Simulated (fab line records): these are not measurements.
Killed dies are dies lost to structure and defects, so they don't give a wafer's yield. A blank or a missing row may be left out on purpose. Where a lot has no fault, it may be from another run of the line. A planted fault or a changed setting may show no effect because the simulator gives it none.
Matching of chambers / flow n5Finfet / N5_MOL_CONTACT_COAG_ETCH_106 on rieDiel-02: 4 sister chambers
The step etches SOC in N2/H2, target depth 80 nm, overetch 16 nm, time 120 s. 14 wafers are shown with their chamber, then 7 later ones without.

## WAFERS WITH THEIR CHAMBER
wafer=L078.1; chamber=3; showerheadPlenumPTorr (Torr)=2.70; drypumpMotorCurrentA (A)=6.0; throttleValvePct (%)=17.64
wafer=L078.4; chamber=3; showerheadPlenumPTorr (Torr)=2.70; drypumpMotorCurrentA (A)=6.0; throttleValvePct (%)=17.64
wafer=L078.6; chamber=0; showerheadPlenumPTorr (Torr)=2.63; drypumpMotorCurrentA (A)=6.2; throttleValvePct (%)=17.49
wafer=L081.1; chamber=0; showerheadPlenumPTorr (Torr)=2.63; drypumpMotorCurrentA (A)=6.2; throttleValvePct (%)=17.49
wafer=L081.2; chamber=2; showerheadPlenumPTorr (Torr)=2.59; drypumpMotorCurrentA (A)=5.7; throttleValvePct (%)=17.97
wafer=L081.3; chamber=3; showerheadPlenumPTorr (Torr)=2.70; drypumpMotorCurrentA (A)=6.0; throttleValvePct (%)=17.67
wafer=L081.4; chamber=1; showerheadPlenumPTorr (Torr)=2.72; drypumpMotorCurrentA (A)=6.5; throttleValvePct (%)=17.41
wafer=L081.5; chamber=3; showerheadPlenumPTorr (Torr)=2.70; drypumpMotorCurrentA (A)=6.0; throttleValvePct (%)=17.67
wafer=L081.6; chamber=2; showerheadPlenumPTorr (Torr)=2.59; drypumpMotorCurrentA (A)=5.6; throttleValvePct (%)=17.97
wafer=L088.1; chamber=0; showerheadPlenumPTorr (Torr)=2.62; drypumpMotorCurrentA (A)=6.2; throttleValvePct (%)=17.53
wafer=L088.3; chamber=3; showerheadPlenumPTorr (Torr)=2.69; drypumpMotorCurrentA (A)=6.0; throttleValvePct (%)=17.68
wafer=L088.6; chamber=1; showerheadPlenumPTorr (Torr)=2.71; drypumpMotorCurrentA (A)=6.5; throttleValvePct (%)=17.44
wafer=L089.1; chamber=0; showerheadPlenumPTorr (Torr)=2.62; drypumpMotorCurrentA (A)=6.3; throttleValvePct (%)=17.53
wafer=L089.3; chamber=1; showerheadPlenumPTorr (Torr)=2.71; drypumpMotorCurrentA (A)=6.5; throttleValvePct (%)=17.47

SIGNATURES, as means of the wafers listed above
reading=showerheadPlenumPTorr; chamber 0=2.6250; chamber 1=2.7133; chamber 2=2.5900; chamber 3=2.6980; scatter within a chamber=0.00497
reading=drypumpMotorCurrentA; chamber 0=6.225; chamber 1=6.500; chamber 2=5.650; chamber 3=6.000; scatter within a chamber=0.0354
reading=throttleValvePct; chamber 0=17.5100; chamber 1=17.4400; chamber 2=17.9700; chamber 3=17.6600; scatter within a chamber=0.0219
Rule: for a wafer and a chamber, the distance is found by dividing, reading by reading, the gap between the wafer's reading and the chamber's mean by the reading's scatter, squaring, summing and taking the root. If the next closest chamber is less than 2 further off than the closest, the wafer can't be placed; otherwise it belongs to the closest. The scatter is the square root of a quotient: the sum, over the shown wafers, of each reading's squared deviation from its chamber's mean, divided by wafers minus chambers.

## WAFERS WITHOUT THEIR CHAMBER
wafer=L089.5; showerheadPlenumPTorr (Torr)=2.71; drypumpMotorCurrentA (A)=6.5; throttleValvePct (%)=17.46
wafer=L093.2; showerheadPlenumPTorr (Torr)=2.69; drypumpMotorCurrentA (A)=6.0; throttleValvePct (%)=17.71
wafer=L093.4; showerheadPlenumPTorr (Torr)=2.58; drypumpMotorCurrentA (A)=5.7; throttleValvePct (%)=18.01
wafer=L093.5; showerheadPlenumPTorr (Torr)=2.70; drypumpMotorCurrentA (A)=6.5; throttleValvePct (%)=17.46
wafer=L094.2; showerheadPlenumPTorr (Torr)=2.69; drypumpMotorCurrentA (A)=6.0; throttleValvePct (%)=17.72
wafer=L094.4; showerheadPlenumPTorr (Torr)=2.58; drypumpMotorCurrentA (A)=5.7; throttleValvePct (%)=18.02
wafer=L094.6; showerheadPlenumPTorr (Torr)=2.58; drypumpMotorCurrentA (A)=5.7; throttleValvePct (%)=18.02

## CHAMBER TAKEN BY EACH
wafer=L089.5; from the rows above=1; in truth=1
wafer=L093.2; from the rows above=3; in truth=3
wafer=L093.4; from the rows above=2; in truth=2
wafer=L093.5; from the rows above=1; in truth=1
wafer=L094.2; from the rows above=3; in truth=3
wafer=L094.4; from the rows above=2; in truth=2
wafer=L094.6; from the rows above=2; in truth=2
7 of 7 placed correctly. Not placeable from these rows: 0. Placed wrongly: 0.
